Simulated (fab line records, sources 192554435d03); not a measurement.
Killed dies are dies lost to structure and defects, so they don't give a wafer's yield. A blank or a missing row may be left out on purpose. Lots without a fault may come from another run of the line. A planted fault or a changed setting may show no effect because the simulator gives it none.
fab line records | flow n5_finfet
record lots=7 wafers=21
route steps=1938 shown FIN_SAQP@100 DUMMY_GATE@224 SD_EPI_N@288 SD_EPI_P@295 SD_ACTIVATION@330
start_h: hours from the record's first day to the start of the lot's first wafer shown | wait_h: hours since the lot's step before | " the same as in the row above | L1.1+2: a row that stands for several wafers | - no value, or no start given | * or withheld: withheld | < > ~ a bound
route shown NAME@n: a module of which the file shows steps, and the number in the route of the first | usual: mean/standard deviation of fault-free wafers | same: alike in all rows | chamber/n: place in a boat | sites: the reading at each site | _std_site: their standard deviation | _edge_site: outer sites' mean less inner sites' | radius_mm: how far each site lies from the wafer's centre | mask NAME#n: copy n | behind: the tool/chamber that last shaped the wafer | hold: why the lot was held/for how many hours/how that ended | device: the transistor (n, p or np) that didn't switch | end of line: the same wafers' tests at the end of the route | a step without rows: its recipe alone | killed: dies lost to structure and defects at the first sort, not the wafer's yield | map: a wafer's dies, x killed, . not, _ none there
set.NAME: the setting as run; set.NAME@STEP: as run at that earlier step | model.NAME: the simulator's own value behind a step, which no gauge read
lots whose settings were changed on purpose; a table a step, a row a wafer
## steps
# step N5_FIN_SAQP_PECVD_06
# recipe material=a-Si target_thk_a=600 temp_c=400 precursor=SiH4/He pressure_torr=3 rf_w=100 time_s=48.1
# columns lot.wafer tool chamber start_h wait_h set.time_s model.a-Si_of_FIN_SAQP_PECVD_06.thk_nm
L079.2 pecvd-02 1 51.73 0.0 48.1 60.12
L079.4 " 1 " " 48.1 60.72
L079.5 " 0 " " 48.1 60.02
L081.3 pecvd-03 0 64.04 0.0 52.14 65.28
L081.4 " 2 " " 48.1 59.62
L081.5 " 0 " " 48.1 60.86
L082.1 pecvd-02 2 69.27 0.0 50.25 62.83
L082.4 " 0 " " 48.1 60.2
L082.5 " 2 " " 48.1 61.24
L083.1 pecvd-02 0 75.83 0.0 48.1 59.71
L083.3 " 1 " " 48.1 59.78
L083.5 " 0 " " 48.1 60.47
L088.2 pecvd-03 0 105.63 0.0 48.1 59.8
L088.3 " 2 " " 48.1 58.58
L088.6 " 2 " " 48.1 59.71
L089.4 pecvd-02 1 110.97 0.0 48.1 60.51
L089.5 " 2 " " 46.18 58.72
L089.6 " 0 " " 48.1 61.39
L091.3 pecvd-01 0 125.22 0.0 43.56 53.43
L091.4 " 2 " " 43.56 55.38
L091.6 " 1 " " 48.1 60.66
# step N5_FIN_SAQP_THK_MEAS_07
# usual thk_nm=60.0/0.87
# columns lot.wafer tool chamber start_h wait_h set.time_s@FIN_SAQP_PECVD_06 thk_nm
L079.2 film_metro-02 - 51.82 0.1 48.1 60.1
L079.4 " - " " 48.1 60.8
L079.5 " - " " 48.1 60.0
L081.3 film_metro-01 - 64.14 0.1 52.14 65.3
L081.4 " - " " 48.1 59.6
L081.5 " - " " 48.1 60.9
L082.1 film_metro-01 - 69.36 0.1 50.25 62.8
L082.4 " - " " 48.1 60.2
L082.5 " - " " 48.1 61.3
L083.1 film_metro-02 - 75.92 0.1 48.1 59.7
L083.3 " - " " 48.1 59.8
L083.5 " - " " 48.1 60.5
L088.2 film_metro-01 - 105.72 0.1 48.1 59.8
L088.3 " - " " 48.1 58.5
L088.6 " - " " 48.1 59.7
L089.4 film_metro-02 - 111.03 0.0 48.1 60.5
L089.5 " - " " 46.18 58.7
L089.6 " - " " 48.1 61.3
L091.3 film_metro-02 - 125.31 0.1 43.56 53.4
L091.4 " - " " 43.56 55.3
L091.6 " - " " 48.1 60.6
# step N5_FIN_SAQP_EXPOSE_13
# recipe mask_id=FIN_CORE na=1.35 source_shape=dipole sigma_inner=0.538 sigma_outer=0.738 polarization=te target_cd_nm=35.6 dose_mj=63.25
# columns lot.wafer tool chamber start_h wait_h mask set.dose_mj
L079.2+4+5 arfi_scanner-01 0 52.18 - FIN_CORE#0 63.25
L081.3 arfi_scanner-03 0 64.50 - FIN_CORE#0 67.41
L081.4+5 " 0 " " FIN_CORE#0 63.25
L082.1+4 arfi_scanner-02 0 69.74 - FIN_CORE#0 63.25
L082.5 " 0 " " FIN_CORE#0 59.39
L083.1+3+5 arfi_scanner-03 0 76.27 - FIN_CORE#0 63.25
L088.2 arfi_scanner-03 0 106.08 - FIN_CORE#0 66.41
L088.3+6 " 0 " " FIN_CORE#0 63.25
L089.4+5 arfi_scanner-01 0 111.40 - FIN_CORE#0 60.11
L089.6 " 0 " " FIN_CORE#0 63.25
L091.3 arfi_scanner-01 0 125.68 - FIN_CORE#0 63.25
L091.4+6 " 0 " " FIN_CORE#0 65.93
# step N5_FIN_SAQP_PEB_14
# recipe peb_temp_c=withheld peb_time_s=60 resist=CAR-ArF
# step N5_FIN_SAQP_DEVELOP_15
# recipe develop_time_s=30 developer=TMAH resist=CAR-ArF dev_temp_c=23 rinse_liquid=diw dry=air_spin
# step N5_FIN_SAQP_CD_MEAS_16
# recipe target_cd_nm=35.6 landing_energy_ev=500 detector=se_inlens
# usual cd_nm=35.5/0.34
# columns lot.wafer tool chamber start_h wait_h set.dose_mj@FIN_SAQP_EXPOSE_13 cd_nm
L079.2 cd_sem-01 0 52.31 - 63.25 35.6
L079.4 " 0 " " 63.25 35.4
L079.5 " 0 " " 63.25 35.2
L081.3 cd_sem-03 0 64.62 - 67.41 34.1
L081.4 " 0 " " 63.25 36.1
L081.5 " 0 " " 63.25 35.7
L082.1 cd_sem-01 0 69.87 - 63.25 35.3
L082.4 " 0 " " 63.25 35.6
L082.5 " 0 " " 59.39 37.0
L083.1 cd_sem-01 0 76.40 - 63.25 36.0
L083.3 " 0 " " 63.25 35.8
L083.5 " 0 " " 63.25 36.3
L088.2 cd_sem-02 0 106.20 - 66.41 34.2
L088.3 " 0 " " 63.25 35.5
L088.6 " 0 " " 63.25 35.2
L089.4 cd_sem-03 0 111.52 - 60.11 36.2
L089.5 " 0 " " 60.11 36.3
L089.6 " 0 " " 63.25 35.4
L091.3 cd_sem-01 0 125.80 - 63.25 35.3
L091.4 " 0 " " 65.93 34.1
L091.6 " 0 " " 65.93 34.8
# step N5_FIN_SAQP_HM_OPEN_73
# recipe chemistry=CHF3/O2 target=SiO2 stop_on=a-Si target_depth_a=120 over_etch_frac=1.8 mask_material=SOC time_s=16.8 pressure_mtorr=30 source_w=650 bias_w=170 Ar_flow_sccm=200 CHF3_flow_sccm=50 O2_flow_sccm=5 ion_energy_ev=200 ends=end_point
# step N5_FIN_SAQP_STRIP_74
# recipe chemistry=CHF3/O2 resist=SiARC rf_frequency_hz=6e+07
# step N5_FIN_SAQP_MANDREL_ETCH_22
# recipe target_depth_a=600 chemistry=HBr/Cl2 target=a-Si stop_on=SiNx bt_time_s=10 over_etch_frac=0.5 time_s=30 pressure_mtorr=10 icp_w=800 bias_w=75 HBr_flow_sccm=150 Cl2_flow_sccm=80 ends=end_point
# columns lot.wafer tool chamber start_h wait_h set.time_s@FIN_SAQP_PECVD_06 model.etch.depth_nm
L079.2 rie_si-04 0 52.68 0.0 48.1 60.12
L079.4 " 2 " " 48.1 60.72
L079.5 " 1 " " 48.1 60.02
L081.3 rie_si-05 3 65.02 0.0 52.14 65.28
L081.4 " 2 " " 48.1 59.62
L081.5 " 3 " " 48.1 60.86
L082.1 rie_si-05 2 70.25 0.0 50.25 62.83
L082.4 " 0 " " 48.1 60.2
L082.5 " 3 " " 48.1 61.24
L083.1 rie_si-05 3 76.78 0.0 48.1 59.71
L083.3 " 0 " " 48.1 59.78
L083.5 " 0 " " 48.1 60.47
L088.2 rie_si-05 2 106.58 0.0 48.1 59.8
L088.3 " 3 " " 48.1 58.58
L088.6 " 0 " " 48.1 59.71
L089.4 rie_si-04 3 111.93 0.1 48.1 60.51
L089.5 " 2 " " 46.18 58.61
L089.6 " 0 " " 48.1 61.39
L091.3 rie_si-04 1 126.57 0.0 43.56 53.41
L091.4 " 3 " " 43.56 55.38
L091.6 " 3 " " 48.1 60.66
# step N5_FIN_SAQP_SPACER1_ALD_24
# recipe material=SiO2 target_thk_a=203 temp_c=300 ald_precursor_family=BDEAS ald_co_reactant=O2-plasma pulse_time_s=1 purge_time_s=2 co_reactant_purge_time_s=2 ald_cycles=218 pressure_torr=2
# columns lot.wafer tool chamber start_h wait_h set.ald_cycles model.SiO2_of_FIN_SAQP_SPACER1_ALD_24.thk_nm
L079.2+5 ald_sin-03 3,0 53.49 0.3 218 20.2
L079.4 " 2 " " 218 20.4
L081.3+4 ald_sin-03 2 65.84 0.1 204 19.2
L081.5 " 3 " " 218 20.4
L082.1+4 ald_sin-03 1,0 71.53 0.7 218 20.4
L082.5 " 1 " " 241 22.6
L083.1 ald_sin-03 3 77.97 0.5 218 20.4
L083.3 " 1 " " 200 18.6
L083.5 " 1 " " 218 20.2
L088.2 ald_sin-03 3 107.39 0.3 218 20.2
L088.3+6 " 2,1 " " 185 17.2
L089.4 ald_sin-03 1 112.78 0.2 218 20.2
L089.5 " 1 " " 218 20
L089.6 " 2 " " 207 19.2
L091.3+6 ald_sin-03 3 127.39 0.1 218 20.4
L091.4 " 1 " " 218 20.2
# step N5_FIN_SAQP_SPACER1_ETCHBACK_25
# recipe chemistry=CHF3/O2 mode=anisotropic_etchback target=SiO2 target_depth_a=244 time_s=12.2 pressure_mtorr=30 source_w=650 bias_w=170 Ar_flow_sccm=200 CHF3_flow_sccm=50 O2_flow_sccm=5 ion_energy_ev=200
# columns lot.wafer tool chamber start_h wait_h set.time_s@FIN_SAQP_PECVD_06 model.a-Si_of_FIN_SAQP_PECVD_06.thk_nm
L079.2+5 rie_diel-05 3,2 54.23 0.4 48.1 59.2
L079.4 " 0 " " 48.1 59.8
L081.3 rie_diel-05 3 66.66 0.5 52.14 64.4
L081.4 " 1 " " 48.1 58.8
L081.5 " 0 " " 48.1 60
L082.1 rie_diel-02 1 72.25 0.4 50.25 62
L082.4 " 2 " " 48.1 59.4
L082.5 " 3 " " 48.1 60.4
L083.1+3 rie_diel-02 1,0 78.69 0.4 48.1 58.8
L083.5 " 2 " " 48.1 59.6
L088.2+6 rie_diel-02 2 108.10 0.4 48.1 58.8
L088.3 " 0 " " 48.1 57.6
L089.4 rie_diel-06 1 113.50 0.4 48.1 59.6
L089.5 " 0 " " 46.18 57.6
L089.6 " 3 " " 48.1 60.4
L091.3 rie_diel-05 1 128.11 0.4 43.56 52.4
L091.4 " 2 " " 43.56 54.4
L091.6 " 0 " " 48.1 59.8
# step N5_FIN_SAQP_MANDREL1_REMOVE_56
# recipe chemistry=HBr/Cl2/O2 bt_time_s=10 target=a-Si stop_on=SiNx endpoint=OES-SiCl over_etch_frac=1 icp_w=600 bias_w=22 HBr_flow_sccm=150 Cl2_flow_sccm=80 O2_flow_sccm=5 pressure_mtorr=10
# columns lot.wafer tool chamber start_h wait_h set.ald_cycles@FIN_SAQP_SPACER1_ALD_24 model.FIN_SAQP.cd_nm
L079.2 rie_si-05 1 54.32 0.1 218 20.6
L079.4 " 1 " " 218 20.4
L079.5 " 0 " " 218 20.2
L081.3 rie_si-03 0 66.75 0.1 204 19.4
L081.4 " 3 " " 204 19.2
L081.5 " 1 " " 218 20.4
L082.1 rie_si-03 1 72.34 0.1 218 20.2
L082.4 " 3 " " 218 20.6
L082.5 " 2 " " 241 22.6
L083.1 rie_si-03 2 78.78 0.1 218 20.4
L083.3 " 0 " " 200 18.8
L083.5 " 2 " " 218 20.2
L088.2 rie_si-03 1 108.19 0.1 218 20.2
L088.3 " 3 " " 185 17.4
L088.6 " 1 " " 185 17
L089.4+5 rie_si-03 0,3 113.59 0.1 218 20.2
L089.6 " 0 " " 207 19.4
L091.3+4+6 rie_si-03 2,0,1 128.20 0.1 218 20.2
# step N5_FIN_SAQP_CD_MEAS_27
# recipe target_cd_nm=20 landing_energy_ev=1000 detector=se_inlens polarity=line
# usual cd_nm=20.30/0.27
# columns lot.wafer tool chamber start_h wait_h set.ald_cycles@FIN_SAQP_SPACER1_ALD_24 cd_nm
L079.2 cd_sem-03 0 54.44 0.1 218 20.34
L079.4 " 0 " " 218 20.43
L079.5 " 0 " " 218 19.99
L081.3 cd_sem-02 0 66.86 0.1 204 19.47
L081.4 " 0 " " 204 19.40
L081.5 " 0 " " 218 20.43
L082.1 cd_sem-03 0 72.45 0.1 218 20.26
L082.4 " 0 " " 218 20.69
L082.5 " 0 " " 241 22.75
L083.1 cd_sem-01 0 78.89 0.1 218 20.78
L083.3 " 0 " " 200 18.76
L083.5 " 0 " " 218 20.18
L088.2 cd_sem-01 0 108.30 0.1 218 20.20
L088.3 " 0 " " 185 17.29
L088.6 " 0 " " 185 16.73
L089.4 cd_sem-01 0 113.71 0.1 218 19.93
L089.5 " 0 " " 218 20.35
L089.6 " 0 " " 207 19.12
L091.3 cd_sem-01 0 128.32 0.1 218 20.41
L091.4 " 0 " " 218 20.50
L091.6 " 0 " " 218 20.25
# step N5_DUMMY_GATE_COAT_28
# recipe resist=underlayer temp_c=205 time_s=60 spin_rpm=1500 resist_thk_nm=10
# columns lot.wafer tool chamber start_h wait_h set.spin_rpm model.underlayer_of_DUMMY_GATE_COAT_28.thk_nm
L079.2+4+5 litho_track-01 0 - - 1500 10
L081.3+5 litho_track-05 0 - - 1500 10
L081.4 " 0 " " 1395 10.4
L082.1 litho_track-01 0 - - 1500 10
L082.4+5 " 0 " " 1382 10.4
L083.1 litho_track-05 0 - - 1544 9.8
L083.3+5 " 0 " " 1500 10
L088.2+6 litho_track-01 0 - - 1500 10
L088.3 " 0 " " 1400 10.4
L089.4+5+6 litho_track-01 0 - - 1500 10
L091.3 litho_track-04 0 - - 1410 10.4
L091.4 " 0 " " 1410 10.2
L091.6 " 0 " " 1500 10
# step N5_SD_EPI_N_EPI_21
# recipe material=Si:P dopant=P temp_c=680 pressure_torr=255 time_s=690
# columns lot.wafer tool chamber start_h wait_h set.epi_growth_time_s model.Si-P_of_SD_EPI_N_EPI_21.thk_nm
L079.2 epi_rpcvd-01 0 83.95 0.4 690 58.4
L079.4 " 0 " " 690 58.6
L079.5 " 0 " " 690 59.2
L081.3+5 epi_rpcvd-04 0 95.51 1.2 618.5 54.8
L081.4 " 0 " " 690 59.4
L082.1 epi_rpcvd-04 0 101.69 0.3 690 58.6
L082.4 " 0 103.18 1.6 690 59.2
L082.5 " 0 " " 690 59.6
L083.1 epi_rpcvd-04 0 108.92 0.3 690 59.2
L083.3 " 0 109.92 1.2 690 60
L083.5 " 0 110.92 2.0 690 59.4
L088.2 epi_rpcvd-01 0 134.21 0.4 690 59.4
L088.3 " 0 " " 690 58.8
L088.6 " 0 " " 690 58.4
L089.4 epi_rpcvd-02 0 140.25 0.9 716.6 61.2
L089.5 " 0 " " 690 59.4
L089.6 " 0 " " 690 58.8
L091.3 epi_rpcvd-04 0 157.23 1.5 732.3 60.4
L091.4 " 0 " " 690 58.6
L091.6 " 0 159.23 3.3 690 57.8
# step N5_SD_EPI_N_EPI_MEAS_23
# recipe mode=xrd
# usual thk_nm=59.1/1.2
# columns lot.wafer tool chamber start_h wait_h set.epi_growth_time_s@SD_EPI_N_EPI_21 thk_nm
L079.2 film_metro-02 - 85.38 1.2 690 58.8
L079.4 " - " " 690 58.8
L079.5 " - " " 690 58.5
L081.3 film_metro-02 - 97.54 1.5 618.5 53.6
L081.4 " - " " 690 60.5
L081.5 " - " " 618.5 54.0
L082.1 film_metro-01 - 104.71 2.5 690 58.9
L082.4 " - " " 690 59.8
L082.5 " - " " 690 60.9
L083.1 film_metro-02 - 111.95 2.5 690 59.5
L083.3 " - " " 690 59.2
L083.5 " - " " 690 58.4
L088.2 film_metro-02 - 135.65 1.2 690 59.4
L088.3 " - " " 690 57.6
L088.6 " - " " 690 58.3
L089.4 film_metro-02 - 141.14 0.6 716.6 61.3
L089.5 " - " " 690 60.5
L089.6 " - " " 690 58.6
L091.3 film_metro-02 - 159.93 2.0 732.3 59.7
L091.4 " - " " 690 57.3
L091.6 " - " " 690 57.2
# step N5_SD_EPI_P_COAT_34
# recipe resist=SOC temp_c=250 time_s=60 spin_rpm=1500 resist_thk_nm=350
# columns lot.wafer tool chamber start_h wait_h set.spin_rpm model.SOC_of_SD_EPI_P_COAT_34.thk_nm
L079.2+4 litho_track-01 0 86.16 0.0 1500 349.2
L079.5 " 0 " " 1500 348.8
L081.3+4 litho_track-01 0 98.12 0.0 1500 352.6
L081.5 " 0 " " 1500 351.2
L082.1 litho_track-03 0 105.31 0.0 1354 369
L082.4 " 0 " " 1500 350.4
L082.5 " 0 " " 1354 369.2
L083.1 litho_track-01 0 112.82 0.0 1500 351.6
L083.3 " 0 " " 1614 337.4
L083.5 " 0 " " 1614 338
L088.2 litho_track-04 0 136.67 0.0 1500 351
L088.3 " 0 " " 1500 351.4
L088.6 " 0 " " 1620 337.2
L089.4 litho_track-03 0 141.74 0.0 1500 352.2
L089.5 " 0 " " 1500 352.4
L089.6 " 0 " " 1572 343.8
L091.3 litho_track-04 0 160.51 0.0 1500 350.2
L091.4 " 0 " " 1500 350.4
L091.6 " 0 " " 1656 333
# step N5_SD_EPI_P_COAT_35
# recipe resist=SiARC temp_c=220 time_s=60 spin_rpm=1500 resist_thk_nm=35
# step N5_SD_EPI_P_COAT_03
# recipe resist=CAR-ArF-block spin_rpm=1500 resist_thk_nm=150
# step N5_SD_EPI_P_EPI_21
# recipe material=SiGe:B dopant=B temp_c=550 pressure_torr=20 ambient=H2 time_s=355
# step N5_SD_EPI_P_HM_STRIP_48
# recipe chemistry=H3PO4 temp_c=160 material=SiNx target=SiNx target_depth_a=30 overetch_fraction=0.3
# columns lot.wafer tool chamber start_h wait_h set.epi_growth_time_s@SD_EPI_N_EPI_21 model.Si-P_of_SD_EPI_N_EPI_21.thk_nm
L079.2 wet_bench-05 6 90.25 0.1 690 57.8
L079.4 " 4 " " 690 58
L079.5 " 3 " " 690 58.6
L081.3+5 wet_bench-01 2,1 102.39 0.0 618.5 54.2
L081.4 " 3 " " 690 58.6
L082.1 wet_bench-05 7 109.42 0.0 690 57.8
L082.4 " 3 " " 690 58.6
L082.5 " 0 " " 690 59
L083.1+5 wet_bench-05 3,4 118.74 0.0 690 58.6
L083.3 " 7 " " 690 59.2
L088.2 wet_bench-05 0 144.18 0.0 690 58.6
L088.3 " 4 " " 690 58.2
L088.6 " 3 " " 690 57.8
L089.4 wet_bench-05 3 146.65 0.0 716.6 60.4
L089.5 " 4 " " 690 58.8
L089.6 " 2 " " 690 58.2
L091.3 wet_bench-02 2 167.88 0.0 732.3 59.6
L091.4 " 1 " " 690 58
L091.6 " 4 " " 690 57.2
# step N5_SD_EPI_P_SRD_49
# recipe dry=ipa_marangoni time_s=30 temp_c=23 rinse_liquid=diw
# step N5_SD_EPI_P_PRECLEAN_24
# recipe chemistry=O3/DIW time_s=45 temp_c=22 o3_ppm=10
# columns lot.wafer tool chamber start_h wait_h set.epi_growth_time_s@SD_EPI_N_EPI_21 model.Si-P_of_SD_EPI_N_EPI_21.thk_nm
L079.2 wet_bench-05 6 90.32 0.0 690 57.6
L079.4 " 4 " " 690 57.8
L079.5 " 3 " " 690 58.4
L081.3+5 wet_bench-01 2,1 102.46 0.0 618.5 54
L081.4 " 3 " " 690 58.6
L082.1 wet_bench-05 7 109.49 0.0 690 57.8
L082.4 " 3 " " 690 58.4
L082.5 " 0 " " 690 58.8
L083.1 wet_bench-05 3 118.81 0.0 690 58.4
L083.3 " 7 " " 690 59.2
L083.5 " 4 " " 690 58.6
L088.2 wet_bench-05 0 144.24 0.0 690 58.6
L088.3 " 4 " " 690 58
L088.6 " 3 " " 690 57.6
L089.4 wet_bench-05 3 146.72 0.0 716.6 60.2
L089.5 " 4 " " 690 58.6
L089.6 " 2 " " 690 58
L091.3 wet_bench-02 2 167.95 0.0 732.3 59.4
L091.4 " 1 " " 690 57.8
L091.6 " 4 " " 690 57
# step N5_SD_EPI_P_PRECLEAN_32
# recipe chemistry=dHF time_s=10 dilution=500:1 temp_c=25
# step N5_SD_EPI_P_PRECLEAN_33
# recipe chemistry=SC2 time_s=45 temp_c=35 mix=1:1:50
# step N5_SD_ACTIVATION_RTA_00
# recipe temp_c=975 time_s=0 ambient=N2 idle_temp_c=600 ramp_up_c_per_s=150 ramp_down_c_per_s=60 cool_to_c=600
# step N5_SD_ACTIVATION_LSA_01
# recipe temp_c=1080 time_s=0.0008 ambient=N2
# step N5_SD_ACTIVATION_RS_MEAS_03
# recipe thk_meas_gauge=four-point-probe
# usual RS_SD_N=21.88/0.28 RS_SD_P=56.1/0.85
# columns lot.wafer tool chamber start_h wait_h set.epi_growth_time_s@SD_EPI_N_EPI_21 RS_SD_N[ohm/sq] RS_SD_P[ohm/sq]
L079.2 film_metro-01 - 90.96 0.2 690 21.96 55.8
L079.4 " - " " 690 21.96 56.6
L079.5 " - " " 690 21.68 56.3
L081.3 film_metro-02 - 103.00 0.2 618.5 23.66 55.9
L081.4 " - " " 690 22.12 55.4
L081.5 " - " " 618.5 23.77 55.4
L082.1 film_metro-01 - 109.99 0.2 690 22.14 54.5
L082.4 " - " " 690 22.28 54.6
L082.5 " - " " 690 21.80 54.5
L083.1 film_metro-01 - 119.32 0.2 690 21.66 56.9
L083.3 " - " " 690 21.60 57.0
L083.5 " - " " 690 21.59 56.5
L088.2 film_metro-01 - 144.78 0.2 690 21.71 55.7
L088.3 " - " " 690 22.00 56.2
L088.6 " - " " 690 22.39 56.5
L089.4 film_metro-02 - 147.28 0.1 716.6 21.06 57.5
L089.5 " - " " 690 21.70 58.8
L089.6 " - " " 690 22.02 57.8
L091.3 film_metro-01 - 168.49 0.2 732.3 21.33 56.4
L091.4 " - " " 690 22.03 55.7
L091.6 " - " " 690 22.43 56.0
## key
split step=N5_FIN_SAQP_PECVD_06 setting=time_s stated=48.1 by=wafer
response step=N5_FIN_SAQP_PECVD_06 reading=model.a-Si_of_FIN_SAQP_PECVD_06.thk_nm change=+0.612 per=1% r=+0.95
response step=N5_FIN_SAQP_THK_MEAS_07 reading=thk_nm change=* per=1% r=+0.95
response step=N5_FIN_SAQP_MANDREL_ETCH_22 reading=model.etch.depth_nm change=+0.614 per=1% r=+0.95
response step=N5_FIN_SAQP_SPACER1_ETCHBACK_25 reading=model.a-Si_of_FIN_SAQP_PECVD_06.thk_nm change=+0.621 per=1% r=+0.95
split step=N5_FIN_SAQP_EXPOSE_13 setting=dose_mj stated=63.25 by=wafer
response step=N5_FIN_SAQP_CD_MEAS_16 reading=cd_nm change=-0.236 per=1% r=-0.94
split step=N5_FIN_SAQP_SPACER1_ALD_24 setting=ald_cycles stated=218 by=wafer
response step=N5_FIN_SAQP_SPACER1_ALD_24 reading=model.SiO2_of_FIN_SAQP_SPACER1_ALD_24.thk_nm change=+0.2 per=1% r=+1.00
response step=N5_FIN_SAQP_MANDREL1_REMOVE_56 reading=model.FIN_SAQP.cd_nm change=+0.194 per=1% r=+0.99
response step=N5_FIN_SAQP_CD_MEAS_27 reading=cd_nm change=+0.206 per=1% r=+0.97
split step=N5_DUMMY_GATE_COAT_28 setting=spin_rpm stated=1500 by=wafer
response step=N5_DUMMY_GATE_COAT_28 reading=model.underlayer_of_DUMMY_GATE_COAT_28.thk_nm change=-0.055 per=1% r=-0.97
split step=N5_SD_EPI_N_EPI_21 setting=epi_growth_time_s stated=690 by=wafer
response step=N5_SD_EPI_N_EPI_21 reading=model.Si-P_of_SD_EPI_N_EPI_21.thk_nm change=+0.433 per=1% r=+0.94
response step=N5_SD_EPI_N_EPI_MEAS_23 reading=thk_nm change=* per=1% r=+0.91
response step=N5_SD_EPI_P_HM_STRIP_48 reading=model.Si-P_of_SD_EPI_N_EPI_21.thk_nm change=+0.408 per=1% r=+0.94
response step=N5_SD_EPI_P_PRECLEAN_24 reading=model.Si-P_of_SD_EPI_N_EPI_21.thk_nm change=+0.421 per=1% r=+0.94
response step=N5_SD_ACTIVATION_RS_MEAS_03 reading=RS_SD_N change=-0.157 per=1% r=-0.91
split step=N5_SD_EPI_P_COAT_34 setting=spin_rpm stated=1500 by=wafer
response step=N5_SD_EPI_P_COAT_34 reading=model.SOC_of_SD_EPI_P_COAT_34.thk_nm change=-1.78 per=1% r=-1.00
